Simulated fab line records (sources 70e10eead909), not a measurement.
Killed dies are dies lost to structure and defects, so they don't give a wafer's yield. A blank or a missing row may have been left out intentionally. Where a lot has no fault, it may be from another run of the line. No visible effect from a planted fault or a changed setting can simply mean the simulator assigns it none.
Which of the tools did it? / flow nand harc / Sampling: 12 lots, 33 wafers, 4 of 1302 route steps

== WHAT THE GAUGES READ, wafer by wafer ==
No reading from a measuring or inspecting step in the record can be judged against a usual standard deviation.

== EACH LOT AND THE TOOL THAT RAN IT (in order: tool; ch and the chambers of the sampled wafers; start) ==
lot=L734; NHARC_P_STI_DESCUM_14=rie diel-12 ch 0,2,3, day 3 16:23; NHARC_P_STI_CMP_21=cmp-04 ch 0,2,3, day 4 13:01; NHARC_P_GATE_DESCUM_13=rie diel-04 ch 0,2,3, day 5 10:23; NHARC_P_GATE_DESCUM_31=rie diel-04 ch 0,3, day 6 01:31
lot=L733; NHARC_P_STI_DESCUM_14=rie diel-03 ch 0,1, day 3 16:32; NHARC_P_STI_CMP_21=cmp-02 ch 0,2, day 4 13:01; NHARC_P_GATE_DESCUM_13=rie diel-05 ch 2,3, day 5 10:22; NHARC_P_GATE_DESCUM_31=rie diel-10 ch 0,1,3, day 6 02:04
lot=L738; NHARC_P_STI_DESCUM_14=rie diel-06 ch 0,3, day 5 09:13; NHARC_P_STI_CMP_21=cmp-04 ch 0,1, day 6 02:42; NHARC_P_GATE_DESCUM_13=rie diel-04 ch 3, day 6 20:46; NHARC_P_GATE_DESCUM_31=rie diel-10 ch 0,1, day 7 12:31
lot=L740; NHARC_P_STI_DESCUM_14=rie diel-12 ch 2, day 6 02:27; NHARC_P_STI_CMP_21=cmp-01 ch 3, day 6 22:06; NHARC_P_GATE_DESCUM_13=rie diel-04 ch 2,3, day 7 15:28; NHARC_P_GATE_DESCUM_31=rie diel-04 ch 1,2, day 8 05:56
lot=L741; NHARC_P_STI_DESCUM_14=rie diel-12 ch 1,3, day 6 14:33; NHARC_P_STI_CMP_21=cmp-02 ch 0, day 7 13:37; NHARC_P_GATE_DESCUM_13=rie diel-04 ch 0, day 8 06:40; NHARC_P_GATE_DESCUM_31=rie diel-04 ch 2, day 8 23:24
lot=L745; NHARC_P_STI_DESCUM_14=rie diel-03 ch 0,2,3, day 8 05:03; NHARC_P_STI_CMP_21=cmp-04 ch 0,2,3, day 8 23:17; NHARC_P_GATE_DESCUM_13=rie diel-10 ch 0,2,3, day 9 17:14; NHARC_P_GATE_DESCUM_31=rie diel-10 ch 0,2,3, day 10 07:59
lot=L746; NHARC_P_STI_DESCUM_14=rie diel-03 ch 1,2,3, day 8 15:42; NHARC_P_STI_CMP_21=cmp-04 ch 0,1,2, day 9 15:41; NHARC_P_GATE_DESCUM_13=rie diel-10 ch 2,3, day 10 10:50; NHARC_P_GATE_DESCUM_31=rie diel-10 ch 1,2,3, day 11 00:53
lot=L747; NHARC_P_STI_DESCUM_14=rie diel-03 ch 1,2,3, day 9 02:29; NHARC_P_STI_CMP_21=cmp-02 ch 0,3, day 9 20:10; NHARC_P_GATE_DESCUM_13=rie diel-04 ch 1,2,3, day 10 10:52; NHARC_P_GATE_DESCUM_31=rie diel-04 ch 0,2, day 11 01:08
lot=L751; NHARC_P_STI_DESCUM_14=rie diel-12 ch 0,1,3, day 10 18:28; NHARC_P_STI_CMP_21=cmp-04 ch 1,3, day 11 12:29; NHARC_P_GATE_DESCUM_13=rie diel-04 ch 0,1, day 12 04:47; NHARC_P_GATE_DESCUM_31=rie diel-10 ch 2,3, day 12 23:12
lot=L752; NHARC_P_STI_DESCUM_14=rie diel-03 ch 1,3, day 11 03:47; NHARC_P_STI_CMP_21=cmp-04 ch 0,2,3, day 11 21:52; NHARC_P_GATE_DESCUM_13=rie diel-04 ch 0,1, day 12 17:49; NHARC_P_GATE_DESCUM_31=rie diel-05 ch 1,2,3, day 13 10:38
lot=L753; NHARC_P_STI_DESCUM_14=rie diel-03 ch 0,2, day 11 15:04; NHARC_P_STI_CMP_21=cmp-04 ch 0,1,2, day 12 09:05; NHARC_P_GATE_DESCUM_13=rie diel-04 ch 0,1,2, day 13 01:41; NHARC_P_GATE_DESCUM_31=rie diel-05 ch 0,2, day 13 17:43
lot=L754; NHARC_P_STI_DESCUM_14=rie diel-06 ch 0,1,2, day 11 23:38; NHARC_P_STI_CMP_21=cmp-04 ch 0,1,2, day 12 21:23; NHARC_P_GATE_DESCUM_13=rie diel-10 ch 0,1, day 13 16:04; NHARC_P_GATE_DESCUM_31=rie diel-10 ch 0,3, day 14 06:20
- NHARC_P_STI_DESCUM_14: chemistry O2, time 3 s.
- NHARC_P_STI_CMP_21: polishes, t overpolish 20 s, target thk 380.67 nm.
- NHARC_P_GATE_DESCUM_13: chemistry O2, time 3 s.
- NHARC_P_GATE_DESCUM_31: chemistry O2, time 3 s.

== WHAT THE TOOLS THEMSELVES READ (means of the sampled wafers that have a number; where no wafer has one, the mark that the record gives instead) ==
NHARC_P_STI_DESCUM_14.
lot=L734; tool=rie diel-12; chamber pressure mTorr (mTorr)=60.00; drypump motor current A (A)=5.2; oes product au (a.u.)=1.015; rf vpp V (V)=58.5; run length s (s)=23.9; showerhead plenum p Torr (Torr)=1.94; throttle valve pct (%)=11.309
lot=L733; tool=rie diel-03; chamber pressure mTorr (mTorr)=59.98; drypump motor current A (A)=5.0; oes product au (a.u.)=1.007; rf vpp V (V)=57.5; run length s (s)=23.6; showerhead plenum p Torr (Torr)=1.87; throttle valve pct (%)=11.319
lot=L738; tool=rie diel-06; chamber pressure mTorr (mTorr)=60.07; drypump motor current A (A)=5.7; oes product au (a.u.)=1.008; rf vpp V (V)=59.3; run length s (s)=23.5; showerhead plenum p Torr (Torr)=2.00; throttle valve pct (%)=11.320
lot=L740; tool=rie diel-12; chamber pressure mTorr (mTorr)=59.95; drypump motor current A (A)=5.4; oes product au (a.u.)=1.011; rf vpp V (V)=57.8; run length s (s)=23.8; showerhead plenum p Torr (Torr)=1.86; throttle valve pct (%)=11.308
lot=L741; tool=rie diel-12; chamber pressure mTorr (mTorr)=60.00; drypump motor current A (A)=5.5; oes product au (a.u.)=0.995; rf vpp V (V)=57.9; run length s (s)=23.7; showerhead plenum p Torr (Torr)=1.95; throttle valve pct (%)=11.301
lot=L745; tool=rie diel-03; chamber pressure mTorr (mTorr)=60.07; drypump motor current A (A)=5.6; oes product au (a.u.)=0.995; rf vpp V (V)=58.0; run length s (s)=24.0; showerhead plenum p Torr (Torr)=1.95; throttle valve pct (%)=11.313
lot=L746; tool=rie diel-03; chamber pressure mTorr (mTorr)=60.03; drypump motor current A (A)=5.5; oes product au (a.u.)=1.005; rf vpp V (V)=57.3; run length s (s)=24.0; showerhead plenum p Torr (Torr)=1.94; throttle valve pct (%)=11.317
lot=L747; tool=rie diel-03; chamber pressure mTorr (mTorr)=59.96; drypump motor current A (A)=5.5; oes product au (a.u.)=1.002; rf vpp V (V)=58.8; run length s (s)=24.0; showerhead plenum p Torr (Torr)=1.94; throttle valve pct (%)=11.311
lot=L751; tool=rie diel-12; chamber pressure mTorr (mTorr)=59.98; drypump motor current A (A)=5.4; oes product au (a.u.)=1.001; rf vpp V (V)=59.1; run length s (s)=23.8; showerhead plenum p Torr (Torr)=1.96; throttle valve pct (%)=11.313
lot=L752; tool=rie diel-03; chamber pressure mTorr (mTorr)=60.04; drypump motor current A (A)=4.9; oes product au (a.u.)=0.998; rf vpp V (V)=57.0; run length s (s)=23.6; showerhead plenum p Torr (Torr)=1.89; throttle valve pct (%)=11.300
lot=L753; tool=rie diel-03; chamber pressure mTorr (mTorr)=60.02; drypump motor current A (A)=5.8; oes product au (a.u.)=1.002; rf vpp V (V)=57.6; run length s (s)=24.0; showerhead plenum p Torr (Torr)=1.91; throttle valve pct (%)=11.305
lot=L754; tool=rie diel-06; chamber pressure mTorr (mTorr)=59.96; drypump motor current A (A)=5.4; oes product au (a.u.)=0.996; rf vpp V (V)=57.0; run length s (s)=23.9; showerhead plenum p Torr (Torr)=1.94; throttle valve pct (%)=11.318

NHARC_P_STI_CMP_21.
lot=L734; tool=cmp-04; motor current A (A)=11.6; overpolish run s (s)=20.005
lot=L733; tool=cmp-02; motor current A (A)=12.5; overpolish run s (s)=20.001
lot=L738; tool=cmp-04; motor current A (A)=12.2; overpolish run s (s)=20.005
lot=L740; tool=cmp-01; motor current A (A)=10.8; overpolish run s (s)=19.993
lot=L741; tool=cmp-02; motor current A (A)=12.8; overpolish run s (s)=20.001
lot=L745; tool=cmp-04; motor current A (A)=11.8; overpolish run s (s)=20.000
lot=L746; tool=cmp-04; motor current A (A)=12.5; overpolish run s (s)=19.994
lot=L747; tool=cmp-02; motor current A (A)=12.5; overpolish run s (s)=19.995
lot=L751; tool=cmp-04; motor current A (A)=11.6; overpolish run s (s)=20.007
lot=L752; tool=cmp-04; motor current A (A)=11.5; overpolish run s (s)=20.001
lot=L753; tool=cmp-04; motor current A (A)=12.5; overpolish run s (s)=19.997
lot=L754; tool=cmp-04; motor current A (A)=12.4; overpolish run s (s)=20.000

NHARC_P_GATE_DESCUM_13.
lot=L734; tool=rie diel-04; chamber pressure mTorr (mTorr)=60.03; drypump motor current A (A)=6.1; oes product au (a.u.)=0.993; rf vpp V (V)=58.5; run length s (s)=24.2; showerhead plenum p Torr (Torr)=1.93; throttle valve pct (%)=11.322
lot=L733; tool=rie diel-05; chamber pressure mTorr (mTorr)=60.07; drypump motor current A (A)=5.9; oes product au (a.u.)=0.988; rf vpp V (V)=57.9; run length s (s)=24.1; showerhead plenum p Torr (Torr)=2.01; throttle valve pct (%)=11.314
lot=L738; tool=rie diel-04; chamber pressure mTorr (mTorr)=60.02; drypump motor current A (A)=5.9; oes product au (a.u.)=1.007; rf vpp V (V)=58.3; run length s (s)=25.6; showerhead plenum p Torr (Torr)=1.91; throttle valve pct (%)=11.299
lot=L740; tool=rie diel-04; chamber pressure mTorr (mTorr)=60.09; drypump motor current A (A)=6.2; oes product au (a.u.)=0.997; rf vpp V (V)=57.5; run length s (s)=26.0; showerhead plenum p Torr (Torr)=1.96; throttle valve pct (%)=11.311
lot=L741; tool=rie diel-04; chamber pressure mTorr (mTorr)=60.06; drypump motor current A (A)=5.9; oes product au (a.u.)=0.998; rf vpp V (V)=57.4; run length s (s)=25.7; showerhead plenum p Torr (Torr)=1.89; throttle valve pct (%)=11.312
lot=L745; tool=rie diel-10; chamber pressure mTorr (mTorr)=60.02; drypump motor current A (A)=5.6; oes product au (a.u.)=1.000; rf vpp V (V)=57.6; run length s (s)=24.4; showerhead plenum p Torr (Torr)=1.95; throttle valve pct (%)=11.320
lot=L746; tool=rie diel-10; chamber pressure mTorr (mTorr)=60.00; drypump motor current A (A)=5.6; oes product au (a.u.)=1.008; rf vpp V (V)=57.9; run length s (s)=24.1; showerhead plenum p Torr (Torr)=2.02; throttle valve pct (%)=11.307
lot=L747; tool=rie diel-04; chamber pressure mTorr (mTorr)=60.00; drypump motor current A (A)=5.7; oes product au (a.u.)=0.994; rf vpp V (V)=58.3; run length s (s)=24.1; showerhead plenum p Torr (Torr)=1.91; throttle valve pct (%)=11.317
lot=L751; tool=rie diel-04; chamber pressure mTorr (mTorr)=60.05; drypump motor current A (A)=5.3; oes product au (a.u.)=1.004; rf vpp V (V)=56.1; run length s (s)=23.6; showerhead plenum p Torr (Torr)=1.85; throttle valve pct (%)=11.309
lot=L752; tool=rie diel-04; chamber pressure mTorr (mTorr)=59.96; drypump motor current A (A)=5.2; oes product au (a.u.)=1.006; rf vpp V (V)=57.6; run length s (s)=23.9; showerhead plenum p Torr (Torr)=1.85; throttle valve pct (%)=11.320
lot=L753; tool=rie diel-04; chamber pressure mTorr (mTorr)=59.99; drypump motor current A (A)=5.7; oes product au (a.u.)=1.010; rf vpp V (V)=58.5; run length s (s)=24.0; showerhead plenum p Torr (Torr)=1.90; throttle valve pct (%)=11.308
lot=L754; tool=rie diel-10; chamber pressure mTorr (mTorr)=59.99; drypump motor current A (A)=5.3; oes product au (a.u.)=0.986; rf vpp V (V)=57.0; run length s (s)=23.9; showerhead plenum p Torr (Torr)=1.82; throttle valve pct (%)=11.303

NHARC_P_GATE_DESCUM_31.
lot=L734; tool=rie diel-04; chamber pressure mTorr (mTorr)=60.02; drypump motor current A (A)=5.9; oes product au (a.u.)=1.003; rf vpp V (V)=57.9; run length s (s)=24.1; showerhead plenum p Torr (Torr)=1.90; throttle valve pct (%)=11.307
lot=L733; tool=rie diel-10; chamber pressure mTorr (mTorr)=60.02; drypump motor current A (A)=5.5; oes product au (a.u.)=0.989; rf vpp V (V)=58.0; run length s (s)=24.3; showerhead plenum p Torr (Torr)=1.90; throttle valve pct (%)=11.318
lot=L738; tool=rie diel-10; chamber pressure mTorr (mTorr)=60.00; drypump motor current A (A)=5.3; oes product au (a.u.)=0.990; rf vpp V (V)=57.7; run length s (s)=24.1; showerhead plenum p Torr (Torr)=1.84; throttle valve pct (%)=11.309
lot=L740; tool=rie diel-04; chamber pressure mTorr (mTorr)=60.09; drypump motor current A (A)=5.6; oes product au (a.u.)=0.997; rf vpp V (V)=57.4; run length s (s)=24.4; showerhead plenum p Torr (Torr)=1.92; throttle valve pct (%)=11.293
lot=L741; tool=rie diel-04; chamber pressure mTorr (mTorr)=60.00; drypump motor current A (A)=6.4; oes product au (a.u.)=0.997; rf vpp V (V)=57.7; run length s (s)=24.4; showerhead plenum p Torr (Torr)=2.00; throttle valve pct (%)=11.311
lot=L745; tool=rie diel-10; chamber pressure mTorr (mTorr)=60.03; drypump motor current A (A)=5.6; oes product au (a.u.)=1.007; rf vpp V (V)=58.2; run length s (s)=24.3; showerhead plenum p Torr (Torr)=1.95; throttle valve pct (%)=11.309
lot=L746; tool=rie diel-10; chamber pressure mTorr (mTorr)=60.04; drypump motor current A (A)=5.6; oes product au (a.u.)=0.993; rf vpp V (V)=57.7; run length s (s)=24.0; showerhead plenum p Torr (Torr)=1.97; throttle valve pct (%)=11.320
lot=L747; tool=rie diel-04; chamber pressure mTorr (mTorr)=59.97; drypump motor current A (A)=6.2; oes product au (a.u.)=0.999; rf vpp V (V)=58.5; run length s (s)=24.1; showerhead plenum p Torr (Torr)=1.96; throttle valve pct (%)=11.319
lot=L751; tool=rie diel-10; chamber pressure mTorr (mTorr)=60.00; drypump motor current A (A)=5.6; oes product au (a.u.)=1.012; rf vpp V (V)=58.1; run length s (s)=24.0; showerhead plenum p Torr (Torr)=2.02; throttle valve pct (%)=11.308
lot=L752; tool=rie diel-05; chamber pressure mTorr (mTorr)=60.00; drypump motor current A (A)=6.0; oes product au (a.u.)=0.996; rf vpp V (V)=58.0; run length s (s)=24.0; showerhead plenum p Torr (Torr)=1.97; throttle valve pct (%)=11.308
lot=L753; tool=rie diel-05; chamber pressure mTorr (mTorr)=60.00; drypump motor current A (A)=5.9; oes product au (a.u.)=1.003; rf vpp V (V)=58.1; run length s (s)=23.9; showerhead plenum p Torr (Torr)=1.99; throttle valve pct (%)=11.314
lot=L754; tool=rie diel-10; chamber pressure mTorr (mTorr)=60.02; drypump motor current A (A)=5.6; oes product au (a.u.)=0.992; rf vpp V (V)=57.0; run length s (s)=23.9; showerhead plenum p Torr (Torr)=1.87; throttle valve pct (%)=11.314

== THE ANSWER, worked out from the rows above alone ==
Rule: usual is defined by the lots themselves. Put in order of their means at a reading, lots are off if they are a third of the lots or fewer, leave a main group of 4 or more, and stand apart from it by a gap of 3 or more times the standard deviation of the main group's means; of several such gaps the widest counts. The tables above print the reading to a certain number of digits; a main group whose means all agree to those digits is not used. Also off: a lot with no number at a reading for which 4 or more lots have one. Where the step has rows for the other lots, those lots are counted as sound. Order of review: gauges by route order, followed by the tools' own readings, for which a lot's mean as printed above is used. The first step at which some lot is off is used, and at that step the reading that is off furthest; a lot without a number counts as furthest.
Off, at NHARC_P_GATE_DESCUM_13 on run length s: L738, L740, L741. The main group has a mean of 24.0 s with a standard deviation of 0.21.
A tool fits if, at that step or a process step before it, it ran every lot that is off, and no sound lot after the first of them. No candidate that was tried fits.

== WHAT THE SIMULATOR PUT IN ==
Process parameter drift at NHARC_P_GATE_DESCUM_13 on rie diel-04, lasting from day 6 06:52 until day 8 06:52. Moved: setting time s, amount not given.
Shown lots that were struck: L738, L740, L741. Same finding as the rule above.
